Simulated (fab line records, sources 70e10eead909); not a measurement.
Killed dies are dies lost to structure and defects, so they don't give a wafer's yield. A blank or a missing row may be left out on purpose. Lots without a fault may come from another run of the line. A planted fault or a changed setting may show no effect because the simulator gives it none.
fab line records | flow nand_harc
record lots=6 wafers=18 last_day=32
route steps=1302 shown A_WL_FILL@963 END@1302
lots that met no fault: from a run of the same line without faults
start_h: hours from the record's first day to the start of the lot's first wafer shown | wait_h: hours since the lot's step before | " the same as in the row above | L1.1+2: a row that stands for several wafers | - no value, or no start given | * or withheld: withheld | < > ~ a bound
route shown NAME@n: a module of which the file shows steps, and the number in the route of the first | usual: mean/standard deviation of fault-free wafers | same: alike in all rows | chamber/n: place in a boat | sites: the reading at each site | _std_site: their standard deviation | _edge_site: outer sites' mean less inner sites' | radius_mm: how far each site lies from the wafer's centre | mask NAME#n: copy n | behind: the tool/chamber that last shaped the wafer | hold: why the lot was held/for how many hours/how that ended | device: the transistor (n, p or np) that didn't switch | end of line: the same wafers' tests at the end of the route | a step without rows: its recipe alone | killed: dies lost to structure and defects at the first sort, not the wafer's yield | map: a wafer's dies, x killed, . not, _ none there
set.NAME: the setting as run; set.NAME@STEP: as run at that earlier step | model.NAME: the simulator's own value behind a step, which no gauge read
lots at some steps of the route; a table a step, a row a wafer
services: from which hour (start_h, from the record's first day; less than 0 if before it) a tool's chamber was out of use, for how many hours, and why
## steps
# step NHARC_A_WL_FILL_ANNEAL_08
# recipe temp_c=450 time_s=1800
# step NHARC_A_WL_FILL_ALD_10
# recipe target_thk_a=500 pulse_time_s=10 ald_cycles=500 temp_c=300 material=SiO2
# usual ald_cycles=500/0 heater_power_outer_w=277/25 heater_power_w=494/37 precursor_pulse_height_rel=1.001/0.019
# columns lot.wafer tool chamber start_h wait_h ald_cycles heater_power_outer_w heater_power_w precursor_pulse_height_rel
L880.4 ald_hk-04 1 472.24 0.6 500 229 416 1.002
L880.3 " 3 473.28 1.6 500 273 470 1.025
L880.5 " 0 " " 500 271 484 1.005
L881.3 ald_hk-03 2 490.21 0.0 500 275 491 0.999
L881.2 " 1 491.77 1.6 500 272 516 1.005
L881.6 " 2 " " 500 292 504 0.973
L888.1 ald_hk-03 0 554.14 0.6 500 281 539 1.001
L888.2 " 1 " " 500 274 505 0.978
L888.6 " 0 556.22 2.7 500 293 549 1.005
L889.2 ald_hk-04 2 560.94 0.1 500 289 488 0.999
L889.1 " 0 561.97 1.1 500 274 490 0.997
L889.5 " 2 563.01 2.1 500 286 487 0.989
L897.1 ald_hk-03 2 628.03 1.1 500 288 510 1.012
L897.5 " 0 629.04 2.1 500 278 515 1.032
L897.6 " 1 " " 500 295 549 1.023
L902.2 ald_hk-04 1 684.75 1.1 500 240 413 0.985
L902.3 " 2 " " 500 275 458 1.005
L902.5 " 3 " " 500 267 460 1.001
# step NHARC_A_WL_FILL_ETCHBACK_16
# recipe target_depth_a=1200 time_s=24 c4f8_flow_sccm=withheld o2_flow_sccm=8 ar_flow_sccm=withheld rf_w=600 bias_w=800 chemistry=C4F8/O2/Ar
# usual oes_product_au=0.97/0.039 rf_fwd_power_W=590/3.4 rf_vpp_V=725/4.3
# columns lot.wafer tool chamber start_h wait_h oes_product_au rf_fwd_power_W rf_hours_counter_h rf_vpp_V
L880.3 rie_diel-02 2 - - 1.03 592 1.6 719
L880.4 " 3 " " 0.99 591 1.6 729
L880.5 " 0 " " 1.00 588 - 726
L881.2 rie_diel-12 0 - - 0.99 586 1.0 728
L881.3 " 2 " " 1.00 594 1.4 727
L881.6 " 0 " " 0.99 584 - 726
L888.2 rie_diel-02 0 - - 1.01 588 3.2 726
L888.1 " 3 " " 0.99 596 3.4 729
L888.6 " 1 " " 1.02 588 - 720
L889.1 rie_diel-02 3 - - 0.91 596 3.4 729
L889.2 " 0 " " 0.94 594 3.2 726
L889.5 " 3 " " 0.92 596 - 730
L897.1 rie_diel-09 3 - - 0.91 596 5.5 728
L897.5 " 3 " " 0.92 592 - 727
L897.6 " 0 " " 0.92 587 - 719
L902.2 rie_diel-12 1 - - 1.02 585 2.0 730
L902.3 " 2 " " 1.01 592 2.0 727
L902.5 " 0 " " 0.99 584 - 727
# step NHARC_A_WL_FILL_STRIP_29
# recipe time_s=20 o2_flow_sccm=500 ar_flow_sccm=0 bias_w=0 chemistry=O2
# usual drypump_motor_current_A=5.7/0.4 oes_product_au=1.000/0.012 rf_vpp_V=57.9/0.81 showerhead_plenum_p_Torr=3.57/0.14 throttle_valve_pct=17.036/0.01
# columns lot.wafer tool chamber start_h wait_h drypump_motor_current_A oes_product_au rf_hours_counter_h rf_vpp_V showerhead_plenum_p_Torr throttle_valve_pct
L880.3 rie_diel-02 3 476.49 0.1 6.1 1.006 1.6 59.7 3.73 17.028
L880.4 " 2 " " 6.0 1.032 1.6 56.8 3.39 17.047
L880.5 " 0 " " 6.0 0.987 - 58.1 3.66 17.047
L881.3 rie_diel-12 2 494.99 0.1 5.0 0.996 1.4 57.0 3.65 17.052
L881.2 " 3 " " 5.7 0.995 1.6 59.4 3.67 17.041
L881.6 " 1 " " 5.7 1.020 - 57.7 3.75 17.043
L888.1 rie_diel-02 0 558.40 0.1 6.0 1.006 3.2 57.9 3.66 17.020
L888.2 " 1 " " 5.8 1.015 2.7 58.2 3.38 17.047
L888.6 " 2 " " 6.0 1.016 - 57.3 3.39 17.024
L889.1 rie_diel-02 2 565.69 0.1 6.0 0.999 2.9 58.5 3.39 17.029
L889.2 " 3 " " 6.1 0.982 3.4 58.5 3.73 17.042
L889.5 " 2 " " 6.0 1.007 - 58.3 3.39 17.029
L897.1 rie_diel-09 0 631.72 0.1 4.9 0.997 5.3 57.1 3.39 17.030
L897.6 " 1 " " 6.1 0.982 - 56.1 3.49 17.052
L897.5 " 2 " " 6.3 1.001 - 58.2 3.37 17.032
L902.3 rie_diel-12 3 688.43 0.1 5.7 0.978 2.1 58.6 3.67 17.058
L902.2 " 2 " " 5.0 1.012 2.1 58.2 3.65 17.035
L902.5 " 0 " " 5.3 1.000 - 58.8 3.65 17.026
# step NHARC_A_WL_FILL_ETCHBACK_17
# recipe target_depth_a=40 time_s=26.7 chemistry=Cl2/BCl3
# step NHARC_A_WL_FILL_PRECLEAN_18
# recipe time_s=30 chemistry=dHF
# step NHARC_A_WL_FILL_SRD_21
# step NHARC_A_WL_FILL_CVD_23
# recipe target_thk_a=400 temp_c=620 pressure_mtorr=200 time_s=800 material=poly-Si
# step NHARC_A_WL_FILL_ETCHBACK_26
# recipe target_depth_a=520 time_s=13.3 hbr_flow_sccm=150 rf_w=350 icp_w=350 bias_w=60 chemistry=HBr
# usual drypump_motor_current_A=5.5/0.48 oes_product_au=1.000/0.014 rf_fwd_power_W=342.1/1.7 throttle_valve_pct=23.266/0.0093
# columns lot.wafer tool chamber start_h wait_h drypump_motor_current_A oes_product_au rf_fwd_power_W rf_hours_counter_h throttle_valve_pct
L880.4 rie_si-01 3 481.76 0.4 4.9 0.996 344.3 0.77 23.259
L880.3 " 2 " " 5.7 0.998 341.3 0.83 23.265
L880.5 " 3 " " 4.9 0.990 341.7 - 23.249
L881.2 rie_si-01 2 500.35 0.4 5.7 0.997 341.4 0.93 23.275
L881.3 " 0 " " 6.0 1.007 341.9 0.87 23.272
L881.6 " 1 " " 5.6 1.002 343.3 - 23.248
L888.2 rie_si-05 2 563.74 0.4 5.7 0.988 345.2 0.38 23.262
L888.1 " 3 " " 5.2 0.976 340.4 0.35 23.274
L888.6 " 0 " " 5.2 1.028 342.0 - 23.269
L889.1 rie_si-06 3 571.06 0.4 4.7 0.992 341.3 0.98 23.269
L889.2 " 1 " " 6.5 1.002 341.2 0.87 23.265
L889.5 " 2 " " 5.2 1.002 344.3 - 23.255
L897.1 rie_si-01 2 637.29 0.4 5.7 1.002 340.7 0.58 23.283
L897.5 " 3 " " 4.9 0.996 340.9 - 23.265
L897.6 " 0 " " 5.9 1.019 343.3 - 23.282
L902.3 rie_si-05 0 693.76 0.4 5.2 1.009 341.2 0.16 23.266
L902.2 " 2 " " 5.7 1.002 346.1 0.22 23.271
L902.5 " 3 " " 5.2 0.970 341.4 - 23.278
# step NHARC_A_WL_FILL_PRECLEAN_30
# recipe time_s=10 chemistry=dHF
# step NHARC_A_WL_FILL_SRD_14
# step NHARC_A_WL_FILL_ALD_19
# recipe target_thk_a=20 pulse_time_s=3 ald_cycles=100 temp_c=450 material=TiN
# usual ald_cycles=100/0 heater_power_outer_w=695/82 heater_power_w=1097/130 precursor_pulse_height_rel=0.997/0.019
# columns lot.wafer tool chamber start_h wait_h ald_cycles heater_power_outer_w heater_power_w precursor_pulse_height_rel
L880.4 ald_metal-01 0 482.03 0.1 100 694 1133 1.002
L880.3 " 3 " " 100 747 1153 1.019
L880.5 " 0 " " 100 716 1105 0.994
L881.3 ald_metal-03 1 500.61 0.1 100 625 1015 1.015
L881.2 " 0 " " 100 721 1117 1.036
L881.6 " 1 " " 100 626 1044 0.997
L888.1 ald_metal-01 3 564.01 0.1 100 783 1156 1.044
L888.2 " 2 " " 100 869 1434 0.965
L888.6 " 3 " " 44 771 1169 0.967
L889.1 ald_metal-01 1 571.33 0.1 100 655 994 1.005
L889.2 " 2 " " 100 885 1473 0.979
L889.5 " 0 " " 44 697 1047 1.009
L897.1 ald_metal-03 3 637.54 0.1 100 535 939 1.018
L897.5 " 2 " " 100 656 1067 1.016
L897.6 " 3 " " 100 551 928 1.004
L902.2 ald_metal-03 1 694.05 0.1 100 607 1015 1.023
L902.3 " 2 " " 100 677 1054 1.005
L902.5 " 0 " " 100 701 1101 0.966
# step NHARC_A_WL_FILL_CVD_20
# recipe target_thk_a=1000 temp_c=400 pressure_torr=40 wf6_flow_sccm=40 h2_flow_sccm=1600 ar_flow_sccm=1560 time_s=74 material=W
# usual heater_power_outer_w=502/120 heater_power_w=834/160 mfc_wf6_sccm=40.00/0.12 throttle_valve_pct=8.0/0.34
# columns lot.wafer tool chamber start_h wait_h heater_power_outer_w heater_power_w mfc_wf6_sccm throttle_valve_pct
L880.3 cvd_w-01 1 - - 433 758 40.02 8.4
L880.4 " 0 " " 369 618 40.09 8.3
L880.5 " 0 " " 372 621 40.04 8.5
L881.2 cvd_w-02 0 - - 580 1018 40.25 7.9
L881.3 " 1 " " 669 1004 40.26 7.9
L881.6 " 1 " " 659 990 40.02 7.9
L888.2 cvd_w-01 1 - - 414 753 39.92 8.3
L888.1 " 0 " " 354 621 40.06 7.9
L888.6 " 0 " " 371 612 39.81 8.1
L889.1 cvd_w-01 0 - - 357 598 39.83 8.3
L889.2 " 1 " " 413 749 40.02 8.3
L889.5 " 0 " " 357 605 40.06 8.3
L897.1 cvd_w-01 1 - - 413 741 39.82 8.4
L897.5 " 0 " " 365 615 40.06 8.2
L897.6 " 1 " " 413 753 39.88 8.1
L902.2 cvd_w-02 0 - - 552 932 39.89 7.5
L902.3 " 0 " " 563 963 40.00 7.7
L902.5 " 1 " " 637 937 39.96 7.5
# step NHARC_END_SORT_01
# recipe temp_c=25
# usual killed_at_array=56/19 killed_at_other=0.6/1 killed_at_periphery=3.9/2.7 killed_dies=61/19 killed_open=3.3/1.9 killed_short=2.4/1.7
# same gross_dies=677
# columns lot.wafer tool chamber start_h wait_h hold killed_at_array killed_at_other killed_at_periphery killed_dies killed_open killed_short
L880.3 prober-01 0 567.71 3.1 - 58 0 9 67 4 2
L880.4 prober-01 0 568.51 3.4 - 56 0 9 65 7 1
L880.5 prober-01 0 569.32 3.7 - 45 0 8 53 2 3
L881.2 prober-01 0 586.76 2.8 - 21 0 0 21 4 1
L881.3 prober-01 0 587.56 3.1 - 27 0 6 33 0 2
L881.6 prober-01 0 589.97 4.0 - 31 0 1 32 5 1
L888.1 prober-02 0 638.05 2.6 await_dispo/2.2h/release 23 0 5 28 1 2
L888.2 prober-02 0 638.85 2.8 await_dispo/2.2h/release 32 0 4 36 4 1
L888.6 prober-02 0 642.03 4.0 await_dispo/2.2h/release 673 0 4 677 5 4
L889.1 prober-01 0 653.02 2.5 await_dispo/6.1h/release 36 0 1 37 1 4
L889.2 prober-01 0 653.83 2.8 await_dispo/6.1h/release 28 1 4 33 6 1
L889.5 prober-01 0 656.26 3.7 await_dispo/6.1h/release 672 0 5 677 5 2
L897.1 prober-01 0 717.22 4.4 - 26 6 1 33 2 2
L897.5 prober-01 0 720.42 5.6 - 33 2 2 37 8 5
L897.6 prober-01 0 721.22 5.9 - 21 0 1 22 6 1
L902.2 prober-01 0 772.29 2.8 - 37 2 12 51 2 3
L902.3 prober-01 0 773.09 3.1 - 52 0 9 61 2 2
L902.5 prober-01 0 774.69 3.7 - 37 3 7 47 1 1
# killed by level:class
L880.3 A_CHANNEL_HOLE_D1:chamber_film_flake=27 A_CHANNEL_HOLE_D2:chamber_film_flake=9 A_CONTACT:chamber_film_flake=7 A_STAIRCASE:chamber_film_flake=5 P_ZERO_WELL:chamber_film_flake=4 P_M1:chamber_film_flake=4 A_SOURCE_PLATE:geometric_particle:open=1 A_CHANNEL_FILL_D1:geometric_particle:short=1
L880.4 A_CHANNEL_HOLE_D1:chamber_film_flake=39 P_M1:chamber_film_flake=4 A_CHANNEL_HOLE_D2:chamber_film_flake=3 A_CONTACT:chamber_film_flake=3 P_CONTACT:geometric_particle:open=2 P_ZERO_WELL:chamber_film_flake=2 A_ZERO_WELL:chamber_film_flake=2 A_DECK1_JOINT:chamber_film_flake=2
L880.5 A_CHANNEL_HOLE_D1:chamber_film_flake=32 P_ZERO_WELL:chamber_film_flake=4 A_CHANNEL_HOLE_D2:chamber_film_flake=4 A_CONTACT:chamber_film_flake=3 P_CONTACT:geometric_particle:short=2 A_WL_FILL:geometric_particle:open=2 P_M1:chamber_film_flake=2 A_ONON_D1:geometric_particle:short=1
L881.2 A_CHANNEL_HOLE_D2:chamber_film_flake=8 A_STAIRCASE:chamber_film_flake=4 A_BLC:geometric_particle:open=2 A_CONTACT:unspecified=2 A_DECK1_JOINT:geometric_particle:short=1 A_ONON_D2:geometric_particle:open=1 A_M0:geometric_particle:open=1 A_WL_FILL:chamber_film_flake=1
L881.3 A_CHANNEL_HOLE_D2:chamber_film_flake=10 A_STAIRCASE:chamber_film_flake=5 P_BONDPAD:chamber_film_flake=4 A_CONTACT:unspecified=4 A_CONTACT:chamber_film_flake=4 A_SLIT:geometric_particle:short=1 A_WL_FILL:geometric_particle:short=1 P_GATE:chamber_film_flake=1
L881.6 A_CHANNEL_HOLE_D2:chamber_film_flake=8 A_STAIRCASE:chamber_film_flake=7 A_CONTACT:chamber_film_flake=5 A_WL_FILL:geometric_particle:open=2 A_CHANNEL_FILL_D1:geometric_particle:short=1 A_DECK1_JOINT:geometric_particle:open=1 A_CHANNEL_FILL_D2:geometric_particle:open=1 A_M0:geometric_particle:open=1
L888.1 A_CHANNEL_HOLE_D2:chamber_film_flake=7 P_GATE:chamber_film_flake=3 A_CHANNEL_HOLE_D1:chamber_film_flake=3 A_CHANNEL_FILL_D1:chamber_film_flake=3 A_WL_FILL:chamber_film_flake=3 A_DECK1_JOINT:chamber_film_flake=2 A_STAIRCASE:chamber_film_flake=2 P_M1:geometric_particle:open=1
L888.2 A_CHANNEL_HOLE_D2:chamber_film_flake=8 A_DECK1_JOINT:chamber_film_flake=5 A_CHANNEL_HOLE_D1:chamber_film_flake=4 A_SLIT:chamber_film_flake=4 P_GATE:chamber_film_flake=3 A_CHANNEL_FILL_D2:geometric_particle:open=2 A_WL_FILL:chamber_film_flake=2 A_BLC:chamber_film_flake=2
L888.6 A_WL_FILL:area_ald=635 A_CHANNEL_HOLE_D2:chamber_film_flake=16 A_CHANNEL_FILL_D1:chamber_film_flake=3 A_CONTACT:chamber_film_flake=3 A_ONON_D1:geometric_particle:open=2 A_CHANNEL_FILL_D2:geometric_particle:short=2 P_GATE:chamber_film_flake=2 A_ZERO_WELL:chamber_film_flake=2
L889.1 A_CHANNEL_HOLE_D2:chamber_film_flake=17 A_CHANNEL_HOLE_D1:chamber_film_flake=5 A_SLIT:chamber_film_flake=4 A_CHANNEL_FILL_D2:geometric_particle:short=3 A_CHANNEL_FILL_D2:chamber_film_flake=3 P_GATE:geometric_particle:open=1 A_WL_FILL:geometric_particle:short=1 A_DECK1_JOINT:chamber_film_flake=1
L889.2 A_CHANNEL_HOLE_D2:chamber_film_flake=12 A_CHANNEL_FILL_D2:chamber_film_flake=4 A_CHANNEL_HOLE_D1:chamber_film_flake=3 A_SLIT:chamber_film_flake=3 A_WL_FILL:geometric_particle:open=2 P_GATE:geometric_particle:open=1 P_CONTACT:geometric_particle:open=1 P_M0:geometric_particle:open=1
L889.5 A_WL_FILL:area_ald=648 A_CHANNEL_HOLE_D2:chamber_film_flake=11 A_CHANNEL_HOLE_D1:chamber_film_flake=3 A_DECK1_JOINT:chamber_film_flake=3 A_CHANNEL_FILL_D2:chamber_film_flake=3 P_CONTACT:geometric_particle:open=2 A_M0:geometric_particle:open=2 P_M0:geometric_particle:open=1
L897.1 A_CHANNEL_HOLE_D1:chamber_film_flake=11 A_CONTACT:chamber_film_flake=7 THIN_TSV:chamber_film_flake=5 A_STAIRCASE:chamber_film_flake=2 A_SLIT:chamber_film_flake=2 A_ONON_D1:geometric_particle:short=1 A_ONON_D2:geometric_particle:open=1 A_CHANNEL_HOLE_D2:geometric_particle:short=1
L897.5 A_CHANNEL_HOLE_D1:chamber_film_flake=11 A_SLIT:chamber_film_flake=4 A_CONTACT:chamber_film_flake=4 A_ONON_D1:geometric_particle:open=3 A_ONON_D1:geometric_particle:short=2 A_CHANNEL_FILL_D1:geometric_particle:short=2 A_CHANNEL_FILL_D1:geometric_particle:open=2 A_STAIRCASE:chamber_film_flake=2
L897.6 A_CHANNEL_HOLE_D1:chamber_film_flake=10 A_M0:geometric_particle:open=2 A_SLIT:chamber_film_flake=2 P_M0:geometric_particle:open=1 A_ONON_D1:geometric_particle:short=1 A_CHANNEL_FILL_D1:geometric_particle:open=1 A_DECK1_JOINT:geometric_particle:open=1 A_ONON_D2:geometric_particle:open=1
L902.2 A_SLIT:chamber_film_flake=23 P_STI:chamber_film_flake=10 A_CONTACT:chamber_film_flake=4 A_CHANNEL_FILL_D1:geometric_particle:short=2 A_CHANNEL_HOLE_D1:chamber_film_flake=2 A_CHANNEL_HOLE_D2:chamber_film_flake=2 A_STAIRCASE:chamber_film_flake=2 THIN_TSV:chamber_film_flake=2
L902.3 A_SLIT:chamber_film_flake=39 P_STI:chamber_film_flake=8 A_CHANNEL_HOLE_D2:chamber_film_flake=4 A_CONTACT:chamber_film_flake=3 A_STAIRCASE:chamber_film_flake=2 P_M0:geometric_particle:open=1 A_CHANNEL_FILL_D2:geometric_particle:short=1 A_CONTACT:geometric_particle:open=1
L902.5 A_SLIT:chamber_film_flake=24 P_STI:chamber_film_flake=7 A_CONTACT:chamber_film_flake=6 THIN_TSV:chamber_film_flake=3 A_CHANNEL_FILL_D1:geometric_particle:short=1 A_CHANNEL_FILL_D2:geometric_particle:open=1 A_ZERO_WELL:chamber_film_flake=1 A_CHANNEL_HOLE_D2:chamber_film_flake=1
# map L888.6 (x killed, . not)
____________x____________
_________xxxxxxx_________
_______xxxxxxxxxxx_______
______xxxxxxxxxxxxx______
_____xxxxxxxxxxxxxxx_____
____xxxxxxxxxxxxxxxxx____
____xxxxxxxxxxxxxxxxx____
___xxxxxxxxxxxxxxxxxxx___
___xxxxxxxxxxxxxxxxxxx___
__xxxxxxxxxxxxxxxxxxxxx__
__xxxxxxxxxxxxxxxxxxxxx__
_xxxxxxxxxxxxxxxxxxxxxxx_
_xxxxxxxxxxxxxxxxxxxxxxx_
_xxxxxxxxxxxxxxxxxxxxxxx_
_xxxxxxxxxxxxxxxxxxxxxxx_
_xxxxxxxxxxxxxxxxxxxxxxx_
xxxxxxxxxxxxxxxxxxxxxxxxx
xxxxxxxxxxxxxxxxxxxxxxxxx
xxxxxxxxxxxxxxxxxxxxxxxxx
xxxxxxxxxxxxxxxxxxxxxxxxx
xxxxxxxxxxxxxxxxxxxxxxxxx
_xxxxxxxxxxxxxxxxxxxxxxx_
_xxxxxxxxxxxxxxxxxxxxxxx_
_xxxxxxxxxxxxxxxxxxxxxxx_
_xxxxxxxxxxxxxxxxxxxxxxx_
_xxxxxxxxxxxxxxxxxxxxxxx_
__xxxxxxxxxxxxxxxxxxxxx__
__xxxxxxxxxxxxxxxxxxxxx__
___xxxxxxxxxxxxxxxxxxx___
___xxxxxxxxxxxxxxxxxxx___
____xxxxxxxxxxxxxxxxx____
____xxxxxxxxxxxxxxxxx____
_____xxxxxxxxxxxxxxx_____
______xxxxxxxxxxxxx______
_______xxxxxxxxxxx_______
_________xxxxxxx_________
____________x____________
# map L889.5 (x killed, . not)
____________x____________
_________xxxxxxx_________
_______xxxxxxxxxxx_______
______xxxxxxxxxxxxx______
_____xxxxxxxxxxxxxxx_____
____xxxxxxxxxxxxxxxxx____
____xxxxxxxxxxxxxxxxx____
___xxxxxxxxxxxxxxxxxxx___
___xxxxxxxxxxxxxxxxxxx___
__xxxxxxxxxxxxxxxxxxxxx__
__xxxxxxxxxxxxxxxxxxxxx__
_xxxxxxxxxxxxxxxxxxxxxxx_
_xxxxxxxxxxxxxxxxxxxxxxx_
_xxxxxxxxxxxxxxxxxxxxxxx_
_xxxxxxxxxxxxxxxxxxxxxxx_
_xxxxxxxxxxxxxxxxxxxxxxx_
xxxxxxxxxxxxxxxxxxxxxxxxx
xxxxxxxxxxxxxxxxxxxxxxxxx
xxxxxxxxxxxxxxxxxxxxxxxxx
xxxxxxxxxxxxxxxxxxxxxxxxx
xxxxxxxxxxxxxxxxxxxxxxxxx
_xxxxxxxxxxxxxxxxxxxxxxx_
_xxxxxxxxxxxxxxxxxxxxxxx_
_xxxxxxxxxxxxxxxxxxxxxxx_
_xxxxxxxxxxxxxxxxxxxxxxx_
_xxxxxxxxxxxxxxxxxxxxxxx_
__xxxxxxxxxxxxxxxxxxxxx__
__xxxxxxxxxxxxxxxxxxxxx__
___xxxxxxxxxxxxxxxxxxx___
___xxxxxxxxxxxxxxxxxxx___
____xxxxxxxxxxxxxxxxx____
____xxxxxxxxxxxxxxxxx____
_____xxxxxxxxxxxxxxx_____
______xxxxxxxxxxxxx______
_______xxxxxxxxxxx_______
_________xxxxxxx_________
____________x____________
## services
# columns tool chamber start_h hours kind
rie_diel-12 0 455.80 10.3 repair
rie_diel-02 1 470.53 3.1 repair
ald_metal-03 2 486.42 19.9 repair
ald_metal-03 2 506.36 24.1 repair
rie_diel-02 2 514.53 8.2 repair
rie_diel-02 1 514.61 8.0 repair
rie_diel-02 0 519.91 4.8 repair
ald_metal-03 1 521.10 54.2 repair
ald_metal-01 - 526.00 10.0 pm
rie_si-01 - 529.03 0.4 repair
rie_diel-02 2 530.47 4.6 repair
cvd_w-01 - 547.00 13.0 pm
rie_si-01 - 547.00 9.0 pm
rie_diel-12 0 562.11 6.8 repair
ald_metal-03 - 568.00 10.0 pm
ald_hk-03 - 568.97 10.0 pm
rie_diel-02 - 574.04 9.0 pm
rie_si-01 1 592.26 6.0 repair
ald_metal-01 2 595.33 40.1 repair
rie_diel-12 - 622.40 9.0 pm
rie_diel-02 - 642.66 0.9 repair
cvd_w-01 - 662.00 1.0 repair
rie_diel-02 3 684.12 3.1 repair
cvd_w-01 1 687.74 5.1 repair
## key
first_sign step=NHARC_A_WL_FILL_ALD_19 reading=ald_cycles direction=down sigmas=99+ usual=100 struck=44
effect step=NHARC_END_SORT_01 reading=killed_dies direction=up sigmas=33 usual=61 struck=677
more_kills_born_at NHARC_A_WL_FILL_ALD_19@ald_metal-01=1283
met_at NHARC_A_WL_FILL_ALD_19
struck_wafers L888.6,L889.5
later_rows_left_out L888.6,L889.5
tester_left_out L888,L889
onset_between 482.03 564.01
fault kind=process_parameter_drift tool=ald_metal-01 chamber=- onset_h=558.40 steps=NHARC_A_WL_FILL_ALD_19 channel=ald_cycles offset=-56 shape=step end_h=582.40 scope=struck_wafers_only acts_in=these_recipes_only stated=100
# tester_left_out: of these lots the tester's yield and bins aren't shown, on N5 and GAA mostly nor the transistor test; their killed dies are dies lost to structure and defects alone, not to doping, threshold or leakage, so they don't give the yield
# later_rows_left_out: the simulator's readings of these wafers behind a module that went badly wrong aren't trusted and aren't shown, but for the sort
